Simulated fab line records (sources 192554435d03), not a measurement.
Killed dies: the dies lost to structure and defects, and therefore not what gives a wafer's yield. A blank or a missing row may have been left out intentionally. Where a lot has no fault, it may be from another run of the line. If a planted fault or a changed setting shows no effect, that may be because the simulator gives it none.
fab line records -- flow n5Finfet
[record] lots = 9, wafers = 26, lastDay = 16
route steps=1938 shown HKMG_FIN@421 BEOL_M4@1111 PASSIVATION@1936
lots with no fault: from the same line, run without faults
startH: hours from the record's first day to the start of the lot's first wafer shown -- waitH: hours elapsed since this lot's preceding step -- " identical to the entry in the row above -- L1.1+2: a row that stands for several wafers -- - either no value or no given start -- * or withheld: withheld -- < > ~ a bound
route shown NAME@n: names a module that has steps shown in the file, with the first one's number in the route -- usual: mean/standard deviation of fault-free wafers -- same: alike in all rows -- chamber/n: place in a boat -- sites: the reading at each site -- _std_site: the standard deviation of these -- _edge_site: the outer-site mean with the inner-site mean subtracted -- radiusMm: for every site, how far away it sits from the centre of the wafer -- mask NAME#n: copy n -- behind: tool/chamber where the wafer was last shaped -- hold: the reason the lot was held/the length of the hold in hours/how it ended -- device: whichever transistor did not switch (one of n, p or np) -- end of line: the same wafers' tests at the end of the route -- a step with no rows: only its recipe -- killed: at the first sort, the dies lost to defects and structure; wafer yield is something else -- map: per-die view of a wafer (x killed, . not killed, _ where there is no die)
set.NAME: the setting as run; set.NAME@STEP: as run at that earlier step -- model.NAME: the simulator's own value behind a step, which no gauge read
a sample of lots followed through the steps of the route, with each step as a table and each wafer as a row
services: from which hour (startH, from the record's first day; less than 0 if before it) a tool's chamber was out of use, for how many hours, and why
[[steps]]
[step N5_HKMG_FIN_PWFM_ALD_03]
[recipe] material = TiN, targetThkA = 20, tempC = 400, aldPrecursorFamily = TiCl4, aldCoReactant = NH3, pulseTimeS = 1, purgeTimeS = 3, coReactantPurgeTimeS = 2, coReactantPulseTimeS = 2, aldCycles = 91, pressureTorr = 3
[usual] heaterPowerW = 873/100, precursorPulseHeightRel = 0.999/0.019
lot.wafer,tool,chamber,startH,waitH,heaterPowerW,precursorPulseHeightRel
L785.2,aldMetal-02,2,83.52,0.0,859,0.993
L785.4,aldMetal-02,3,83.52,0.0,701,0.980
L785.6,aldMetal-02,2,83.52,0.0,885,0.994
L790.4,aldMetal-01,3,109.45,0.0,918,1.013
L790.5,aldMetal-01,3,109.45,0.0,899,0.968
L790.6,aldMetal-01,2,109.45,0.0,716,1.017
L791.2,aldMetal-03,2,118.98,0.0,922,0.978
L791.3,aldMetal-03,3,118.98,0.0,783,1.003
L791.4,aldMetal-03,0,118.98,0.0,937,0.985
L792.3,aldMetal-01,0,121.77,0.0,1067,1.009
L792.4,aldMetal-01,3,121.77,0.0,912,0.993
L792.6,aldMetal-01,1,121.77,0.0,815,1.011
L796.2,aldMetal-02,1,151.43,0.0,949,1.028
L796.3,aldMetal-02,0,151.43,0.0,962,0.987
L796.6,aldMetal-02,2,151.43,0.0,859,1.011
L797.1,aldMetal-02,1,152.80,0.0,936,0.991
L797.2,aldMetal-02,2,152.80,0.0,869,0.996
L797.5,aldMetal-02,2,152.80,0.0,874,0.989
L800.1,aldMetal-03,1,169.91,0.0,829,1.020
L800.4,aldMetal-03,1,169.91,0.0,836,0.992
L800.5,aldMetal-03,2,169.91,0.0,933,1.019
L801.1,aldMetal-02,3,176.37,0.0,722,1.001
L801.4,aldMetal-02,1,176.37,0.0,954,1.001
L801.5,aldMetal-02,3,176.37,0.0,713,1.001
L802.2,aldMetal-01,2,179.71,0.0,713,1.009
L802.6,aldMetal-01,2,179.71,0.0,710,1.000
[step N5_HKMG_FIN_ETCH_31]
[recipe] chemistry = CF4, target = SiARC, targetDepthA = 455, maskMaterial = CAR-ArF, timeS = 75.8, ionEnergyEv = 80, pressureMtorr = 40, sourceW = 545, biasW = 36, Ar_flow_sccm = 100, cf4FlowSccm = 100, ends = cleared
[usual] cf4FlowSccm = 100.0/0.34, drypumpMotorCurrentA = 5.9/0.39, etchRfOnTimeS = 76.0/1.5, mfcArSccm = 100.04/0.27, oesProductAu = 0.70/0.087, rfVppV = 184.3/0.97, showerheadPlenumPTorr = 2.15/0.054, throttleValvePct = 15.63/0.29
lot.wafer,tool,chamber,startH,waitH,cf4FlowSccm,drypumpMotorCurrentA,etchRfOnTimeS,mfcArSccm,oesProductAu,rfHoursCounterH,rfVppV,showerheadPlenumPTorr,throttleValvePct
L785.2,rieDiel-01,3,84.52,0.0,100.4,5.3,76.2,100.13,0.59,249,182.3,2.03,16.12
L785.4,rieDiel-01,2,84.52,0.0,99.9,5.9,77.3,100.19,0.62,200,184.1,2.20,15.69
L785.6,rieDiel-01,2,84.52,0.0,100.4,5.9,76.8,99.95,0.61,-,185.2,2.20,15.69
L790.4,rieDiel-06,2,110.88,0.0,99.9,5.7,74.8,99.89,0.80,-,184.4,2.10,15.40
L790.5,rieDiel-06,1,110.88,0.0,100.4,6.5,78.9,100.33,0.57,-,184.9,2.19,16.10
L790.6,rieDiel-06,3,110.88,0.0,99.9,5.4,77.1,100.23,0.60,-,184.4,2.14,15.90
L791.2,rieDiel-02,2,119.94,0.0,100.3,6.2,76.0,100.54,0.78,26,184.0,2.17,15.10
L791.3,rieDiel-02,0,119.94,0.0,100.0,6.0,76.3,100.00,0.76,37,183.0,2.17,15.28
L791.4,rieDiel-02,1,119.94,0.0,99.8,5.5,77.0,99.87,0.63,-,184.8,2.23,16.05
L792.3,rieDiel-01,3,122.73,0.0,100.1,5.3,72.5,99.83,0.82,6,185.8,2.29,15.66
L792.4,rieDiel-01,2,122.73,0.0,99.8,5.9,75.6,100.47,0.62,209,184.6,2.20,15.71
L792.6,rieDiel-01,2,122.73,0.0,99.7,5.9,75.5,100.48,0.62,-,184.9,2.20,15.71
L796.2,rieDiel-06,3,152.39,0.0,99.9,5.4,77.1,100.42,0.59,194,184.4,2.13,15.93
L796.3,rieDiel-06,2,152.39,0.0,100.2,5.7,74.6,99.98,0.77,32,184.8,2.10,15.41
L796.6,rieDiel-06,0,152.39,0.0,100.4,6.2,72.2,100.26,0.80,-,185.0,2.10,15.61
L797.1,rieDiel-02,2,154.05,0.0,100.2,6.1,75.5,100.54,0.77,38,183.7,2.16,15.13
L797.2,rieDiel-02,1,154.05,0.0,100.4,5.5,77.6,100.30,0.62,197,185.0,2.22,16.03
L797.5,rieDiel-02,2,154.05,0.0,99.9,6.1,75.9,100.76,0.76,-,185.2,2.16,15.13
L800.1,rieDiel-06,2,170.74,0.0,100.2,5.7,74.8,99.77,0.76,38,183.8,2.09,15.41
L800.4,rieDiel-06,1,170.74,0.0,99.8,6.5,76.9,100.07,0.78,13,184.9,2.18,15.63
L800.5,rieDiel-06,3,170.74,0.0,100.0,5.4,76.9,99.75,0.59,-,184.9,2.13,15.94
L801.1,rieDiel-06,3,177.21,0.0,99.9,5.4,77.4,100.37,0.58,204,182.4,2.13,15.97
L801.4,rieDiel-06,0,177.21,0.0,100.0,6.2,73.6,100.18,0.78,26,184.4,2.10,15.64
L801.5,rieDiel-06,2,177.21,0.0,99.6,5.7,75.3,100.37,0.75,-,183.6,2.09,15.44
L802.2,rieDiel-02,1,181.04,0.0,100.2,5.5,77.3,100.59,0.61,208,184.5,2.22,16.09
L802.6,rieDiel-02,0,181.04,0.0,100.0,6.0,77.7,99.97,0.71,-,185.3,2.16,15.34
[step N5_HKMG_FIN_ETCH_32]
[recipe] chemistry = N2/H2, target = SOC, targetDepthA = 2400, tempC = 40, timeS = 300, ionEnergyEv = 200, maskMaterial = SiARC, pressureMtorr = 30, sourceW = 840, biasW = 150, n2FlowSccm = 200, h2FlowSccm = 200
[usual] drypumpMotorCurrentA = 5.9/0.39, h2FlowSccm = 200.0/0.62, n2FlowSccm = 200.0/0.63, oesProductAu = 0.82/0.1, rfVppV = 524.4/2, showerheadPlenumPTorr = 2.55/0.065, throttleValvePct = 17.88/0.24
lot.wafer,tool,chamber,startH,waitH,drypumpMotorCurrentA,h2FlowSccm,n2FlowSccm,oesProductAu,rfHoursCounterH,rfVppV,showerheadPlenumPTorr,throttleValvePct
L785.2,rieDiel-01,3,84.58,0.0,5.3,199.7,201.4,0.69,249,519.9,2.38,18.23
L785.4,rieDiel-01,2,84.58,0.0,5.9,200.7,200.4,0.71,200,527.0,2.61,17.84
L785.6,rieDiel-01,2,84.58,0.0,5.9,200.1,199.4,0.72,-,525.5,2.62,17.85
L790.4,rieDiel-06,2,111.00,0.1,5.7,200.5,199.8,0.94,-,523.0,2.50,17.78
L790.5,rieDiel-06,1,111.00,0.1,6.5,199.2,200.0,0.67,-,524.5,2.60,18.28
L790.6,rieDiel-06,3,111.00,0.1,5.4,198.9,199.4,0.70,-,523.9,2.52,18.13
L791.2,rieDiel-02,2,120.00,0.0,6.2,200.3,199.7,0.92,26,525.3,2.59,17.33
L791.3,rieDiel-02,0,120.00,0.0,6.0,199.9,200.2,0.88,37,525.2,2.59,17.58
L791.4,rieDiel-02,1,120.00,0.0,5.5,199.3,200.0,0.73,-,524.9,2.61,17.93
L792.3,rieDiel-01,3,122.79,0.0,5.3,200.1,200.0,0.95,6,528.7,2.69,17.81
L792.4,rieDiel-01,2,122.79,0.0,5.9,199.3,200.3,0.71,209,526.0,2.61,17.86
L792.6,rieDiel-01,2,122.79,0.0,5.9,200.2,200.1,0.71,-,524.4,2.61,17.85
L796.2,rieDiel-06,3,152.45,0.0,5.4,200.7,198.9,0.69,194,523.0,2.51,18.15
L796.3,rieDiel-06,2,152.45,0.0,5.7,200.2,201.0,0.90,32,521.8,2.49,17.80
L796.6,rieDiel-06,0,152.45,0.0,6.2,198.2,201.0,0.94,-,523.1,2.49,18.04
L797.1,rieDiel-02,2,154.11,0.0,6.2,199.6,199.5,0.90,38,526.0,2.58,17.34
L797.2,rieDiel-02,1,154.11,0.0,5.5,200.0,199.3,0.72,197,525.3,2.60,17.97
L797.5,rieDiel-02,2,154.11,0.0,6.2,200.2,199.4,0.90,-,524.5,2.58,17.35
L800.1,rieDiel-06,2,170.80,0.0,5.7,178.9,199.2,0.88,38,522.1,2.43,17.24
L800.4,rieDiel-06,1,170.80,0.0,6.5,200.9,199.8,0.92,13,526.9,2.60,17.87
L800.5,rieDiel-06,3,170.80,0.0,5.4,199.3,199.3,0.68,-,523.2,2.51,18.15
L801.1,rieDiel-06,3,177.26,0.0,5.4,200.0,199.4,0.68,204,524.2,2.51,18.19
L801.4,rieDiel-06,0,177.26,0.0,6.2,200.1,200.6,0.92,26,522.1,2.48,18.04
L801.5,rieDiel-06,2,177.26,0.0,5.7,179.1,200.1,0.88,-,521.0,2.43,17.25
L802.2,rieDiel-02,1,181.09,0.0,5.5,200.6,199.6,0.72,208,525.0,2.60,17.98
L802.6,rieDiel-02,0,181.09,0.0,6.1,199.7,198.8,0.84,-,524.8,2.58,17.62
[step N5_HKMG_FIN_STRIP_19]
[recipe] chemistry = N2/H2, powerW = 2500, tempC = 300, h2Frac = 0.65, timeS = 360, pressureMtorr = withheld, n2FlowSccm = 1750, h2FlowSccm = 3250
[usual] drypumpMotorCurrentA = 5.6/0.49, heaterPowerW = 492/51, n2FlowSccm = 1750/5.3
lot.wafer,tool,chamber,startH,waitH,drypumpMotorCurrentA,heaterPowerW,n2FlowSccm,rfHoursCounterH
L785.2,plasmaAsher-01,0,85.09,0.0,6.0,442,1742,37
L785.4,plasmaAsher-01,1,85.09,0.0,4.9,485,1750,-
L785.6,plasmaAsher-01,1,85.09,0.0,4.9,505,1751,-
L790.4,plasmaAsher-02,0,111.53,0.1,6.0,465,1747,-
L790.5,plasmaAsher-02,1,111.53,0.1,5.4,579,1758,-
L790.6,plasmaAsher-02,0,111.53,0.1,6.0,451,1749,-
L791.2,plasmaAsher-01,1,120.50,0.0,4.9,483,1753,45
L791.3,plasmaAsher-01,1,120.50,0.0,4.9,490,1747,-
L791.4,plasmaAsher-01,0,120.50,0.0,6.0,452,1753,-
L792.3,plasmaAsher-02,1,123.41,0.1,5.4,598,1748,-
L792.4,plasmaAsher-02,0,123.41,0.1,6.0,457,1749,-
L792.6,plasmaAsher-02,1,123.41,0.1,5.4,592,1758,-
L796.2,plasmaAsher-02,0,152.95,0.0,6.0,462,1749,107
L796.3,plasmaAsher-02,0,152.95,0.0,6.0,458,1745,-
L796.6,plasmaAsher-02,0,152.95,0.0,6.0,461,1752,-
L797.1,plasmaAsher-02,0,154.61,0.0,6.0,471,1752,107
L797.2,plasmaAsher-02,1,154.61,0.0,5.4,592,1743,107
L797.5,plasmaAsher-02,1,154.61,0.0,5.4,605,1758,-
L800.1,plasmaAsher-01,0,171.30,0.0,6.0,458,1750,55
L800.4,plasmaAsher-01,0,171.30,0.0,6.0,452,1745,-
L800.5,plasmaAsher-01,1,171.30,0.0,4.9,495,1744,-
L801.1,plasmaAsher-02,0,177.77,0.0,6.0,460,1746,111
L801.4,plasmaAsher-02,1,177.77,0.0,5.4,594,1745,-
L801.5,plasmaAsher-02,1,177.77,0.0,5.4,591,1751,-
L802.2,plasmaAsher-02,1,181.60,0.0,5.4,583,1751,113
L802.6,plasmaAsher-02,1,181.60,0.0,5.4,581,1741,-
[step N5_BEOL_M4_RC_MEAS_101]
[usual] DIBL_N = 36.9/1.7, DIBL_P = 37.3/2.3, IOFF_N = 0.16/0.033, IOFF_P = 0.22/0.04, ION_N = 673/12, ION_P = 463/8, SS_N = 71.6/0.58, SS_P = 73.4/0.74, VT_N = 250/3.2, VT_P = -250/3.4
lot.wafer,tool,chamber,startH,waitH,DIBL_N[mV/V],DIBL_P[mV/V],IOFF_N[nA/um],IOFF_P[nA/um],ION_N[uA/um],ION_P[uA/um],SS_N[mV/dec],SS_P[mV/dec],VT_N[mV],VT_P[mV]
L785.2,prober-02,0,181.31,0.2,35.8,38.3,0.15,0.19,669,455,71.9,74.0,251,-256
L785.4,prober-02,0,181.31,0.2,36.7,38.5,0.16,0.20,675,463,71.5,73.6,249,-255
L785.6,prober-02,0,181.31,0.2,36.7,39.2,0.16,0.21,667,458,71.4,74.5,250,-254
L790.4,prober-02,0,205.12,0.5,36.4,38.5,0.17,0.25,664,460,72.0,73.9,248,-251
L790.5,prober-02,0,205.12,0.5,37.5,39.4,0.19,0.26,675,465,71.8,73.2,248,-251
L790.6,prober-02,0,205.12,0.5,35.8,37.3,0.16,0.23,666,461,71.3,73.3,248,-249
L792.3,prober-02,0,217.30,0.3,36.2,35.5,0.13,0.18,659,453,72.0,73.3,256,-252
L792.4,prober-02,0,217.30,0.3,35.7,36.2,0.13,0.18,655,452,71.5,72.9,255,-252
L792.6,prober-02,0,217.30,0.3,37.7,37.3,0.16,0.21,664,457,72.6,72.8,252,-250
L791.2,prober-01,0,218.35,0.2,40.5,41.6,0.24,0.30,687,473,72.5,74.3,245,-245
L791.3,prober-01,0,218.35,0.2,37.7,37.0,0.17,0.21,668,462,71.4,73.4,249,-250
L791.4,prober-01,0,218.35,0.2,36.3,35.5,0.14,0.19,661,454,71.3,72.9,251,-251
L797.1,prober-01,0,254.55,0.0,38.1,38.6,0.20,0.26,680,467,71.4,74.6,246,-248
L797.2,prober-01,0,254.55,0.0,38.3,38.1,0.19,0.25,689,469,71.6,73.7,245,-248
L797.5,prober-01,0,254.55,0.0,38.3,37.8,0.18,0.24,686,465,72.5,73.2,245,-248
L796.2,prober-01,0,256.41,0.2,36.9,36.1,0.15,0.25,664,464,70.8,72.6,251,-243
L796.3,prober-01,0,256.41,0.2,37.1,36.9,0.15,0.26,666,464,71.7,73.8,252,-248
L796.6,prober-01,0,256.41,0.2,37.4,37.8,0.17,0.28,686,474,71.7,72.7,249,-243
L800.1,prober-02,0,267.15,0.0,36.6,36.8,0.16,0.22,674,465,72.5,73.8,251,-250
L800.4,prober-02,0,267.15,0.0,34.0,33.8,0.12,0.17,660,457,71.4,72.9,254,-254
L800.5,prober-02,0,267.15,0.0,36.0,36.7,0.16,0.21,693,469,71.6,73.8,249,-249
L802.2,prober-01,0,271.95,0.2,36.9,35.1,0.13,0.20,654,456,71.3,73.8,256,-252
L802.6,prober-01,0,271.95,0.2,35.7,34.5,0.13,0.19,661,453,71.7,73.3,252,-251
L801.1,prober-01,0,273.88,0.0,37.3,38.6,0.19,0.23,678,463,72.3,73.4,248,-248
L801.4,prober-01,0,273.88,0.0,36.8,38.4,0.18,0.25,676,463,71.2,73.5,249,-247
L801.5,prober-01,0,273.88,0.0,36.2,38.2,0.16,0.23,669,460,71.0,73.0,252,-247
[step N5_PASSIVATION_PROBE_49]
[usual] defectLimitedYield = 91.2/1.3, killed_at_M0_to_M3 = 34/10, killed_at_M4_up = 13/4.6, killedAtContacts = 13/5.5, killedAtFrontEnd = 41/12, killedAtOther = 2.8/2.4, killedDies = 104/16, killedOpen = 67/12, killedShort = 33/7.2, sort_bin_5_function = 5.1/0.86, sort_bin_6_memory = 3.3/0.62, sort_bin_8_speed = 0.00/0.014, sortNPass = 1076/16
[same] grossDies = 1180, killedAtBackSide = 0, sort_bin_4_leakage[%] = 0
lot.wafer,tool,chamber,startH,waitH,defectLimitedYield[%],killed_at_M0_to_M3,killed_at_M4_up,killedAtContacts,killedAtFrontEnd,killedAtOther,killedDies,killedOpen,killedShort,sort_bin_5_function[%],sort_bin_6_memory[%],sort_bin_8_speed[%],sortNPass
L791.2,prober-01,-,322.53,0.1,92.5,16,20,12,38,2,88,59,23,3.7,3.2,0,1092
L791.3,prober-01,-,322.58,0.1,90.0,45,12,30,28,3,118,74,36,6.1,3.1,0,1062
L791.4,prober-01,-,322.63,0.2,93.5,19,11,5,39,3,77,51,25,4.3,1.9,0,1103
L796.2,prober-02,-,364.58,0.1,90.5,38,10,6,56,2,112,69,41,5.6,3.4,0,1068
L796.3,prober-02,-,364.63,0.1,89.2,68,5,14,36,4,127,76,47,6.2,3.9,0,1053
L796.6,prober-02,-,364.78,0.3,90.4,36,10,20,45,2,113,73,36,6.2,3.0,0,1067
L802.2,prober-02,-,368.49,0.1,90.3,45,6,11,51,2,115,63,41,6.0,3.4,0,1065
L802.6,prober-02,-,368.69,0.3,89.9,46,18,10,38,7,119,72,39,5.9,3.8,0,1061
L800.1,prober-02,-,376.28,0.0,91.1,27,21,18,39,0,105,67,26,4.4,3.6,0,1075
L800.4,prober-02,-,376.43,0.2,88.8,71,14,10,37,0,132,84,43,6.8,4.0,0,1048
L800.5,prober-02,-,376.48,0.2,91.2,35,21,12,33,3,104,63,30,5.3,2.9,0,1076
L801.1,prober-02,-,385.30,0.0,90.7,32,13,14,44,7,110,61,44,5.4,3.3,0,1070
L801.4,prober-02,-,385.45,0.2,91.9,44,9,10,32,1,96,67,22,4.4,3.3,0,1084
L801.5,prober-02,-,385.50,0.2,93.4,28,8,8,30,4,78,44,32,3.7,2.6,0,1102
// killed by level:class
L791.2 FIN_SAQP:geometricParticle:open=14 MOL_CONTACT_COAG:geometricParticle:open=11 BEOL_M4:geometricParticle:open=9 BEOL_M3:geometricParticle:open=7 FIN_SAQP:geometricParticle:short=6 STI_FIN_REVEAL:geometricParticle:open=4 DUMMY_GATE:geometricParticle:open=4 BEOL_M1:geometricParticle:short=4
L791.3 MOL_CONTACT_COAG:geometricParticle:open=22 BEOL_M3:geometricParticle:open=15 BEOL_M0_SAQP:geometricParticle:short=10 MOL_CONTACT_COAG:geometricParticle:short=7 BEOL_M2:geometricParticle:open=6 BEOL_M0_SAQP:geometricParticle:open=5 FIN_SAQP:geometricParticle:open=4 BEOL_M1:geometricParticle:open=4
L791.4 FIN_SAQP:geometricParticle:open=11 STI_FIN_REVEAL:geometricParticle:open=6 BEOL_M1:geometricParticle:open=6 BEOL_M4:geometricParticle:open=6 DUMMY_GATE:geometricParticle:open=5 MOL_CONTACT_COAG:geometricParticle:open=5 BEOL_M0_SAQP:geometricParticle:open=4 FIN_SAQP:geometricParticle:short=3
L796.2 STI_FIN_REVEAL:geometricParticle:open=13 GATE_CUT:geometricParticle:short=10 BEOL_M2:geometricParticle:open=9 FIN_SAQP:geometricParticle:short=8 BEOL_M3:geometricParticle:open=8 BEOL_M0_SAQP:geometricParticle:open=7 GATE_CUT:geometricParticle:open=6 BEOL_M1:geometricParticle:open=5
L796.3 BEOL_M0_SAQP:geometricParticle:short=16 BEOL_M3:geometricParticle:open=15 MOL_CONTACT_COAG:geometricParticle:open=14 BEOL_M1:geometricParticle:open=13 BEOL_M0_SAQP:geometricParticle:open=12 GATE_CUT:geometricParticle:short=10 BEOL_M1:geometricParticle:short=6 FIN_SAQP:geometricParticle:open=4
L796.6 MOL_CONTACT_COAG:geometricParticle:open=19 BEOL_M3:geometricParticle:open=12 BEOL_M0_SAQP:geometricParticle:short=9 STI_FIN_REVEAL:geometricParticle:open=7 GATE_CUT:geometricParticle:open=7 GATE_CUT:geometricParticle:short=7 BEOL_M0_SAQP:geometricParticle:open=6 FIN_SAQP:geometricParticle:short=5
L802.2 BEOL_M0_SAQP:geometricParticle:open=13 BEOL_M0_SAQP:geometricParticle:short=11 MOL_CONTACT_COAG:geometricParticle:open=10 STI_FIN_REVEAL:geometricParticle:open=8 FIN_SAQP:geometricParticle:short=7 BEOL_M1:geometricParticle:open=7 GATE_CUT:geometricParticle:short=6 STARTING-WAFER:geometricParticle:open=5
L802.6 BEOL_M0_SAQP:geometricParticle:open=12 BEOL_M0_SAQP:geometricParticle:short=9 STI_FIN_REVEAL:geometricParticle:open=8 BEOL_M1:geometricParticle:open=7 BEOL_M4:geometricParticle:open=7 DUMMY_GATE:geometricParticle:open=6 MOL_CONTACT_COAG:geometricParticle:open=6 BEOL_M2:geometricParticle:open=5
L800.1 MOL_CONTACT_COAG:geometricParticle:open=16 BEOL_M0_SAQP:geometricParticle:open=8 HKMG_FIN:areaEtch=8 FIN_SAQP:geometricParticle:open=7 BEOL_M0_SAQP:geometricParticle:short=7 BEOL_M5:geometricParticle:open=6 BEOL_M0:geometricParticle:open=6 STI_FIN_REVEAL:geometricParticle:open=5
L800.4 BEOL_M0_SAQP:geometricParticle:open=26 BEOL_M0_SAQP:geometricParticle:short=22 STI_FIN_REVEAL:geometricParticle:open=14 FIN_SAQP:geometricParticle:open=9 MOL_CONTACT_COAG:geometricParticle:open=9 BEOL_M2:geometricParticle:open=9 FIN_SAQP:geometricParticle:short=5 GATE_CUT:geometricParticle:short=3
L800.5 MOL_CONTACT_COAG:geometricParticle:open=10 BEOL_M0_SAQP:geometricParticle:short=10 BEOL_M0_SAQP:geometricParticle:open=10 STI_FIN_REVEAL:geometricParticle:open=8 HKMG_FIN:areaEtch=7 FIN_SAQP:geometricParticle:open=6 BEOL_M1:geometricParticle:open=5 BEOL_M5:geometricParticle:open=5
L801.1 FIN_SAQP:geometricParticle:short=14 MOL_CONTACT_COAG:geometricParticle:open=13 FIN_SAQP:geometricParticle:open=6 BEOL_M2:geometricParticle:open=6 BEOL_M4:geometricParticle:open=6 GATE_CUT:geometricParticle:open=5 BEOL_M0_SAQP:geometricParticle:open=5 GATE_CUT:geometricParticle:short=4
L801.4 BEOL_M2:geometricParticle:open=11 BEOL_M1:geometricParticle:open=9 MOL_CONTACT_COAG:geometricParticle:open=7 BEOL_M4:geometricParticle:open=7 FIN_SAQP:geometricParticle:open=6 DUMMY_GATE:geometricParticle:open=6 BEOL_M3:geometricParticle:open=6 BEOL_M3:geometricParticle:short=6
L801.5 BEOL_M0_SAQP:geometricParticle:short=9 FIN_SAQP:geometricParticle:short=6 FIN_SAQP:geometricParticle:open=5 BEOL_M0_SAQP:geometricParticle:open=5 MOL_CONTACT_COAG:geometricParticle:open=5 GATE_CUT:geometricParticle:short=4 BEOL_M2:geometricParticle:open=4 STI_FIN_REVEAL:geometricParticle:open=3
[[services]]
tool,chamber,startH,hours,kind
rieDiel-06,2,67.29,-,clean
rieDiel-06,2,67.29,-,consumableReplace:focusRing
rieDiel-06,2,67.29,14.4,scheduledDown
rieDiel-06,2,67.29,14.4,ventCycle
aldMetal-01,-,81.42,8.7,pm
rieDiel-01,-,86.10,14.6,pm
rieDiel-06,0,89.21,9.2,repair
rieDiel-02,3,93.61,-,clean
plasmaAsher-01,-,96.51,2.3,repair
rieDiel-06,0,98.67,-,clean
rieDiel-06,0,98.67,-,consumableReplace:focusRing
rieDiel-06,0,98.67,14.5,scheduledDown
rieDiel-06,0,98.67,14.5,ventCycle
aldMetal-02,-,108.57,2.8,pm
aldMetal-02,-,111.78,14.6,pm
rieDiel-06,1,113.60,-,clean
rieDiel-06,1,113.60,-,consumableReplace:focusRing
rieDiel-06,1,113.60,19.9,scheduledDown
rieDiel-06,1,113.60,19.9,ventCycle
plasmaAsher-01,-,115.26,2.2,repair
aldMetal-01,-,118.08,2.8,pm
aldMetal-03,1,122.43,6.3,repair
aldMetal-03,3,166.00,7.6,repair
rieDiel-02,2,171.75,5.4,repair
[[key]]
[firstSign] step = N5_HKMG_FIN_ETCH_32, reading = h2FlowSccm, direction = down, sigmas = 34, usual = 200.0, struck = 179.0
[effect] step = N5_HKMG_FIN_ETCH_32, reading = throttleValvePct, direction = down, sigmas = 2.6, usual = *, struck = *
metAt N5_HKMG_FIN_ETCH_32
struckLots L800,L801
struckWafers L800.1,L801.5
notActingAt N5_HKMG_FIN_PWFM_ALD_03,N5_HKMG_FIN_ETCH_31,N5_HKMG_FIN_STRIP_19
onsetBetween 152.45 170.80
[fault] kind = processParameterDrift, tool = rieDiel-06, chamber = 2, onsetH = 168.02, steps = N5_HKMG_FIN_ETCH_32, channel = h2FlowSccm, offset = -20, shape = step, endH = 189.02, actsIn = theseRecipesOnly, stated = 200
